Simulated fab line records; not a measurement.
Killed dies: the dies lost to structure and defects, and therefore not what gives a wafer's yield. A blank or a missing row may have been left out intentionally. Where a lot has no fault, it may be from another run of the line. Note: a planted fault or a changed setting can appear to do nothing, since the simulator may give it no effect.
Comparing a struck lot with a sound one / flow nand harc / 44 out of 1302 route steps
Sound: the wafers L821.1, L821.3, L821.6. Struck: wafer L825.6. (L825.2, L825.3 of the same lot were not struck and are left out.) The cause comes at the end.
At each step with rows: each side's tool, then ch and its chambers, then its first start. Under that, the readings that differ: sound wafers / struck wafers / difference of the means / sigmas: that difference in standard deviations of wafers without a fault.
alike: readings with means less than 2 such deviations apart, plus words and numbers identical on both sides. not compared: withheld readings, readings lacking a value on some wafer, bounds such as >300 that could conceal the same value, and numbers that have no deviation in the record and whose values overlap.
The two part at a step that has a row with sigmas, a row that says differs or no value, or rows on one side only. Non-overlapping numbers with no deviation appear without sigmas and do not part them. A reading that every wafer of one side lacks parts them only if that side has two wafers or more.

first, 7 steps without rows for these wafers: NHARC_P_GATE_HMDS_04 (time 30 s); NHARC_P_GATE_COAT_05; NHARC_P_GATE_SOFTBAKE_06 (time 95 s); NHARC_P_GATE_EBR_07; NHARC_P_GATE_EXPOSE_08 (exposes mask P HV); NHARC_P_GATE_PEB_09 (peb time 85 s); NHARC_P_GATE_DEVELOP_10 (time 70 s).
NHARC_P_GATE_CD_MEAS_11: target cd 1640 nm.
  sound on cd sem-03 ch 0, day 5 10:52; struck on cd sem-01 ch 0, day 7 06:38
  alike: cd nm
then, 4 steps without rows for these wafers: NHARC_P_GATE_HARDBAKE_12 (time 80 s); NHARC_P_GATE_DESCUM_13 (chemistry O2, time 3 s); NHARC_P_GATE_ETCH_14 (etches SiO2 in dHF, target depth 48.8 nm); NHARC_P_GATE_STRIP_15 (strips in SPM, time 780 s).
NHARC_P_GATE_PRECLEAN_71: cleans in SC1.
  sound on wet bench-04 ch 1,2,3, day 5 11:16; struck on wet bench-01 ch 1,2,7, day 7 07:02
then, 4 steps without rows for these wafers: NHARC_P_GATE_SRD_72; NHARC_P_GATE_OXIDE_16 (material SiO2, target thk 3 nm, ox time 392 s); NHARC_P_GATE_CVD_17 (deposits poly-Si, target thk 150 nm, time 900 s); NHARC_P_GATE_HM_DEP_102 (deposits aC, target thk 120 nm).
NHARC_P_GATE_DEP_103: deposits SiON, target thk 30 nm.
  sound on pecvd-04 ch 0,2, day 6 04:18; struck on pecvd-04 ch 2, day 7 19:55
  alike: heater power outer w, heater power w
then, 8 steps without rows for these wafers: NHARC_P_GATE_DEHYDRATE_18 (time 120 s); NHARC_P_GATE_HMDS_19 (time 30 s); NHARC_P_GATE_COAT_20 (resist thk 90 nm); NHARC_P_GATE_SOFTBAKE_21 (time 55 s); NHARC_P_GATE_EBR_22; NHARC_P_GATE_EXPOSE_23 (exposes mask P GATE, target cd 120 nm); NHARC_P_GATE_PEB_24 (peb time 65 s); NHARC_P_GATE_DEVELOP_25 (develop time 35 s).
NHARC_P_GATE_CD_MEAS_26: target cd 120 nm.
  sound on cd sem-03 ch 0, day 6 04:56; struck on cd sem-01 ch 0, day 7 20:36
  alike: cd nm
NHARC_P_GATE_OVL_MEAS_27:
  sound on overlay-02, day 6 05:02; struck on overlay-01, day 7 20:41
reading=overlay y nm (nm); sound=1.9 1.8 1.4; struck=-0.7; difference=-2.4; sigmas=-3
  alike: overlay x nm
NHARC_P_GATE_INSPECT_28:
  sound on defect inspect-01, day 6 05:04; struck on defect inspect-02, day 7 20:43
reading=raw defect count; sound=8 4 8; struck=654; difference=+647; sigmas=+99 or more
then, 2 steps without rows for these wafers: NHARC_P_GATE_DESCUM_31 (chemistry O2, time 3 s); NHARC_P_GATE_ETCH_104 (etches the open film in CF4/CHF3, target depth 60 nm).
NHARC_P_GATE_HM_OPEN_105: chemistry O2/COS, target depth 360 nm.
  sound: rie diel-13 ch 0,2; struck: rie diel-01 ch 1
  alike: drypump motor current A, oes product au, rf vpp V, showerhead plenum p Torr, throttle valve pct
  not compared: rf hours counter h
then, 3 steps without rows for these wafers: NHARC_P_GATE_STRIP_106 (strips in O2/COS); NHARC_P_GATE_ETCH_114 (etches the open film in CF4/O2, target depth 30 nm, overetch 3 nm, time 16.5 s); NHARC_P_GATE_ETCH_32 (etches the open film in HBr/Cl2, target depth 150 nm, time 100.1 s).
NHARC_P_GATE_STRIP_108: strips in O2.
  sound on rie diel-13 ch 0,2, day 6 05:45; struck on rie diel-01 ch 3, day 7 21:24
  alike: drypump motor current A, oes product au, rf vpp V, showerhead plenum p Torr, throttle valve pct
  not compared: rf hours counter h
NHARC_P_GATE_CD_MEAS_33:
  sound on cd sem-03, day 6 05:55; struck on cd sem-01, day 7 21:35
  alike: cd nm
then, 3 steps without rows for these wafers: NHARC_P_GATE_STRIP_35 (strips in SPM, time 600 s); NHARC_P_GATE_PRECLEAN_73 (cleans in SC1); NHARC_P_GATE_SRD_74.
NHARC_P_GATE_ALD_36: deposits SiNx, target thk 20 nm, pulse time 60 s, ald cycles 223.
  sound on ald sin-03 ch 0,1,2, day 6 08:32; struck on ald sin-02 ch 2, day 8 03:19
  alike: heater power outer w, heater power w, precursor pulse height rel
NHARC_P_GATE_ETCHBACK_37: etches the open film in CHF3/O2, target depth 34.5 nm, time 17.2 s.
  sound: rie diel-01 ch 0,1; struck: rie diel-05 ch 0
  alike: drypump motor current A, oes product au, rf vpp V, showerhead plenum p Torr, throttle valve pct
  not compared: rf hours counter h
NHARC_P_GATE_INSPECT_68:
  sound on defect inspect-01, day 6 23:42; struck on defect inspect-02, day 8 15:11
reading=raw defect count; sound=156 254 186; struck=786; difference=+587; sigmas=+7
-- the record jumps here: 19 days lie between the struck wafers' starts before and after (it left off in module P_GATE and takes up again in module END, whose first step shown is number 1302 of the route) --
NHARC_END_SORT_01:
  only the struck wafers appear in the record here, on prober-01 ch 0 at day 27 18:04; the sound ones have no rows

== WHERE THEY PART ==
Last at NHARC_END_SORT_01 as far as this record goes, first at NHARC_P_GATE_OVL_MEAS_27.

WHY: the cause the simulator had injected
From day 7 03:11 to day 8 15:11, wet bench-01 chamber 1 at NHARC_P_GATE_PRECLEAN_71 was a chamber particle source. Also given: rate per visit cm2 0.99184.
